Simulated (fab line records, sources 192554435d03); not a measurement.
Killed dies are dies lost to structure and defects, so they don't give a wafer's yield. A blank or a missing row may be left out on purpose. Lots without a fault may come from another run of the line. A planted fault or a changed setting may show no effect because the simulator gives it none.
Which tool did it? | flow n5_finfet | 11 lots, 28 wafers sampled, at 5 steps of a route of 1938

WHAT THE GAUGES READ, wafer by wafer
The record holds no reading of a measuring or inspecting step that can be judged against a usual standard deviation.

WHICH TOOL RAN EACH LOT (tool, then ch and the chambers of the sampled wafers, then the start)
lot  | N5_BEOL_M6_STRIP_19                | N5_BEOL_M6_ETCH_41                            | N5_BEOL_M6_HM_STRIP_39              | N5_BEOL_M6_DEGAS_44          | N5_BEOL_M6_CMP_52
L137 | rie_diel-02 ch 1,3, day 10 09:55   | rie_diel-05 ch 1,2,3, day 10 11:29 or earlier | wet_bench-04 ch 5,6,7, day 10 11:29 | pvd_sputter-01, day 10 12:02 | cmp-03 ch 0,2,3, day 10 13:32
L143 | rie_diel-05 ch 0,1, day 11 12:03   | rie_diel-05 ch 0,1, day 11 14:47 or earlier   | wet_bench-04 ch 0,3,5, day 11 14:47 | pvd_sputter-02, day 11 15:28 | cmp-02 ch 1,2,3, day 11 18:10
L142 | rie_diel-02 ch 0,1,2, day 11 19:46 | rie_diel-06 ch 0,1, day 11 21:10 or earlier   | wet_bench-06 ch 0,2,3, day 11 21:10 | pvd_sputter-02, day 11 23:53 | cmp-03 ch 0,1,2, day 12 01:05
L148 | rie_diel-02 ch 1,2, day 12 21:23   | rie_diel-05 ch 3, day 12 22:22 or earlier     | wet_bench-06 ch 2,4, day 12 22:22   | pvd_sputter-02, day 12 22:58 | cmp-03 ch 1, day 13 00:03
L150 | rie_diel-05 ch 1,2, day 13 16:16   | rie_diel-02 ch 0,3, day 13 17:38 or earlier   | wet_bench-06 ch 2,3,7, day 13 17:38 | pvd_sputter-01, day 13 18:30 | cmp-02 ch 0,2, day 13 19:44
L149 | rie_diel-05 ch 1,2, day 13 19:59   | rie_diel-05 ch 0, day 13 22:11 or earlier     | wet_bench-06 ch 4,5, day 13 22:11   | pvd_sputter-02, day 13 22:53 | cmp-02 ch 0,2, day 14 00:31
L152 | rie_diel-02 ch 1,2,3, day 14 03:19 | rie_diel-05 ch 0,1, day 14 06:08 or earlier   | wet_bench-04 ch 0,2,7, day 14 06:08 | pvd_sputter-02, day 14 06:58 | cmp-01 ch 1,2, day 14 09:03
L156 | rie_diel-02 ch 0,1, day 14 20:23   | rie_diel-05 ch 0,2, day 14 21:48 or earlier   | wet_bench-06 ch 3,4,6, day 14 21:48 | pvd_sputter-02, day 14 23:11 | cmp-02 ch 0,1,3, day 15 00:44
L154 | rie_diel-06 ch 1,3, day 14 21:37   | rie_diel-02 ch 0, day 14 23:37 or earlier     | wet_bench-06 ch 1,7, day 14 23:37   | pvd_sputter-02, day 15 00:06 | cmp-02 ch 0,1, day 15 01:25
L155 | rie_diel-02 ch 0,3, day 14 22:25   | rie_diel-02 ch 0,3, day 15 00:46 or earlier   | wet_bench-06 ch 4,5, day 15 00:46   | pvd_sputter-02, day 15 02:59 | cmp-01 ch 0,2, day 15 04:10
L157 | rie_diel-02 ch 2,3, day 16 00:14   | rie_diel-06 ch 2,3, day 16 01:29 or earlier   | wet_bench-04 ch 5,6, day 16 01:29   | pvd_sputter-01, day 16 03:02 | cmp-03 ch 0,1, day 16 04:45
- N5_BEOL_M6_STRIP_19: strips in O2.
- N5_BEOL_M6_ETCH_41: etches SiCN in CH3F/O2, target depth 29.7 nm, time 52 s.
- N5_BEOL_M6_HM_STRIP_39: strips TiN in peroxide tin strip, target depth 25 nm, time 158 s.
- N5_BEOL_M6_DEGAS_44: time 60 s.
- N5_BEOL_M6_CMP_52: polishes, stops on SiCOH lowk, t overpolish 6.9 s, target thk 80 nm.

WHAT THE TOOLS THEMSELVES READ (means of the sampled wafers that have a number; where no wafer has one, the mark that the record gives instead)
N5_BEOL_M6_STRIP_19. Usual: chamber_pressure_mTorr 30.00 mTorr, standard deviation 0.032; drypump_motor_current_A 5.6 A, standard deviation 0.51; oes_product_au 0.79 a.u., standard deviation 0.09; rf_vpp_V 3.6 V, standard deviation 0.62; showerhead_plenum_p_Torr 2.10 Torr, standard deviation 0.064; throttle_valve_pct 16.69 %, standard deviation 0.27.
lot  | tool        | chamber_pressure_mTorr (mTorr) | drypump_motor_current_A (A) | oes_product_au (a.u.) | rf_vpp_V (V) | showerhead_plenum_p_Torr (Torr) | throttle_valve_pct (%) | flag
L137 | rie_diel-02 | 30.01                          | 5.6                         | 0.82                  | 3.6          | 2.13                            | 16.98                  |
L143 | rie_diel-05 | 30.02                          | 5.8                         | 0.75                  | 4.1          | 2.01                            | 16.50                  |
L142 | rie_diel-02 | 29.98                          | 5.7                         | 0.70                  | 3.5          | 2.15                            | 17.08                  |
L148 | rie_diel-02 | 30.02                          | 5.4                         | 0.71                  | 3.3          | 2.13                            | 17.02                  |
L150 | rie_diel-05 | 29.99                          | 5.2                         | 0.72                  | 4.1          | 2.06                            | 16.58                  |
L149 | rie_diel-05 | 30.04                          | 5.4                         | 0.74                  | 3.8          | 2.05                            | 16.59                  |
L152 | rie_diel-02 | 30.01                          | 5.4                         | 0.74                  | 3.5          | 2.14                            | 16.98                  |
L156 | rie_diel-02 | 30.02                          | 5.9                         | 0.77                  | 3.3          | 2.12                            | 17.05                  |
L154 | rie_diel-06 | 30.02                          | 5.6                         | 0.80                  | 3.1          | 2.08                            | 16.28                  |
L155 | rie_diel-02 | 30.01                          | 5.8                         | 0.89                  | 3.5          | 2.16                            | 16.91                  |
L157 | rie_diel-02 | 30.02                          | 5.2                         | 0.92                  | 4.3          | 2.15                            | 16.69                  |

N5_BEOL_M6_ETCH_41. Usual: drypump_motor_current_A 5.6 A, standard deviation 0.56; mfc_ar_sccm 150.0 sccm, standard deviation 0.47; oes_product_au 0.80 a.u., standard deviation 0.086; rf_vpp_V 297.4 V, standard deviation 1.3; showerhead_plenum_p_Torr 2.00 Torr, standard deviation 0.049; throttle_valve_pct 16.26 %, standard deviation 0.26.
lot  | tool        | drypump_motor_current_A (A) | mfc_ar_sccm (sccm) | oes_product_au (a.u.) | rf_vpp_V (V) | showerhead_plenum_p_Torr (Torr) | throttle_valve_pct (%) | flag
L137 | rie_diel-05 | 5.5                         | 150.1              | 0.73                  | 297.3        | 2.00                            | 16.28                  |
L143 | rie_diel-05 | 5.4                         | 149.9              | 0.70                  | 296.9        | 1.97                            | 16.33                  |
L142 | rie_diel-06 | 5.7                         | 150.0              | 0.74                  | 298.1        | 2.05                            | 16.38                  |
L148 | rie_diel-05 | 5.6                         | 149.2              | 0.96                  | 297.9        | 2.04                            | 15.93                  |
L150 | rie_diel-02 | 5.9                         | 150.1              | 0.92                  | 299.2        | 2.04                            | 16.42                  |
L149 | rie_diel-05 | 6.3                         | 149.5              | 0.74                  | 296.2        | 1.92                            | 16.36                  |
L152 | rie_diel-05 | 5.8                         | 150.0              | 0.71                  | 296.1        | 1.95                            | 16.37                  |
L156 | rie_diel-05 | 6.2                         | 149.6              | 0.75                  | 295.6        | 1.92                            | 16.33                  |
L154 | rie_diel-02 | 6.2                         | 150.1              | 0.91                  | 298.7        | 2.05                            | 16.45                  |
L155 | rie_diel-02 | 5.8                         | 150.1              | 0.88                  | 298.0        | 2.04                            | 16.44                  |
L157 | rie_diel-06 | 5.1                         | 150.1              | 0.83                  | 296.9        | 1.97                            | 16.05                  |

N5_BEOL_M6_HM_STRIP_39. Usual: bath_guard_temp_C 50.2 C, standard deviation 0.45; bath_heat_duty_pct 7.0 %, standard deviation 0.97.
lot  | tool         | bath_guard_temp_C (C) | bath_heat_duty_pct (%) | flag
L137 | wet_bench-04 | 50.3                  | 6.7                    |
L143 | wet_bench-04 | -                     | -                      | OFF
L142 | wet_bench-06 | -                     | -                      | OFF
L148 | wet_bench-06 | 50.3                  | 7.2                    |
L150 | wet_bench-06 | 50.4                  | 7.0                    |
L149 | wet_bench-06 | 50.0                  | 8.6                    |
L152 | wet_bench-04 | 50.6                  | 6.7                    |
L156 | wet_bench-06 | 50.3                  | 7.3                    |
L154 | wet_bench-06 | 50.3                  | 6.9                    |
L155 | wet_bench-06 | 49.9                  | 8.5                    |
L157 | wet_bench-04 | 50.0                  | 7.1                    |

N5_BEOL_M6_DEGAS_44. Usual: heater_power_w 331 W, standard deviation 37.
lot  | tool           | heater_power_w (W) | flag
L137 | pvd_sputter-01 | 335                |
L143 | pvd_sputter-02 | 344                |
L142 | pvd_sputter-02 | 307                |
L148 | pvd_sputter-02 | 372                |
L150 | pvd_sputter-01 | 328                |
L149 | pvd_sputter-02 | 335                |
L152 | pvd_sputter-02 | 341                |
L156 | pvd_sputter-02 | 337                |
L154 | pvd_sputter-02 | 283                |
L155 | pvd_sputter-02 | 318                |
L157 | pvd_sputter-01 | 358                |

N5_BEOL_M6_CMP_52. Usual: barrier_field_endpoint_s 28.9 s, standard deviation 0.97; clearing_platen_down_force_psi 1.500 psi, standard deviation 0.0033; edge_zone_pressure_frac 1.000, standard deviation 0.0048; motor_current_A 5.9 A, standard deviation 0.56.
lot  | tool   | barrier_field_endpoint_s (s) | clearing_platen_down_force_psi (psi) | edge_zone_pressure_frac | motor_current_A (A) | flag
L137 | cmp-03 | 27.7                         | 1.502                                | 1.000                   | 5.9                 |
L143 | cmp-02 | 36.9                         | 1.501                                | 1.000                   | 5.2                 | OFF
L142 | cmp-03 | 35.0                         | 1.501                                | 0.998                   | 6.2                 | OFF
L148 | cmp-03 | 30.0                         | 1.498                                | 1.001                   | 6.8                 |
L150 | cmp-02 | 30.5                         | 1.505                                | 1.000                   | 5.3                 |
L149 | cmp-02 | 30.0                         | 1.502                                | 1.005                   | 5.3                 |
L152 | cmp-01 | 28.7                         | 1.498                                | 1.000                   | 5.7                 |
L156 | cmp-02 | 29.4                         | 1.500                                | 1.001                   | 5.8                 |
L154 | cmp-02 | 28.5                         | 1.502                                | 1.004                   | 5.7                 |
L155 | cmp-01 | 29.1                         | 1.500                                | 0.998                   | 6.5                 |
L157 | cmp-03 | 28.9                         | 1.503                                | 1.004                   | 6.2                 |

THE ANSWER, worked out from the rows above alone
Rule: a lot is off if the mean of its wafers that have a number lies more than 3 standard deviations from the usual mean. A lot without any number at a reading at which 4 lots or more have one is off too. The other lots that the step has rows for count as sound. The gauges are gone through in route order, then the tools' own readings, and for those a lot's mean is taken as printed above. The first step at which some lot is off is used, and at that step the reading that is off furthest; a lot without a number counts as furthest.
Off: L143, L142, at N5_BEOL_M6_HM_STRIP_39 (bath_guard_temp_C). Without a number there: L143, L142.
A tool fits if, at that step or a process step before it, it ran every lot that is off, and no sound lot after the first of them. N5_BEOL_M6_ETCH_41 gives no start for some lots, so the hours and the order of its lots are those of N5_BEOL_M6_HM_STRIP_39. None of those tried fits.

WHAT THE SIMULATOR HAD PUT IN
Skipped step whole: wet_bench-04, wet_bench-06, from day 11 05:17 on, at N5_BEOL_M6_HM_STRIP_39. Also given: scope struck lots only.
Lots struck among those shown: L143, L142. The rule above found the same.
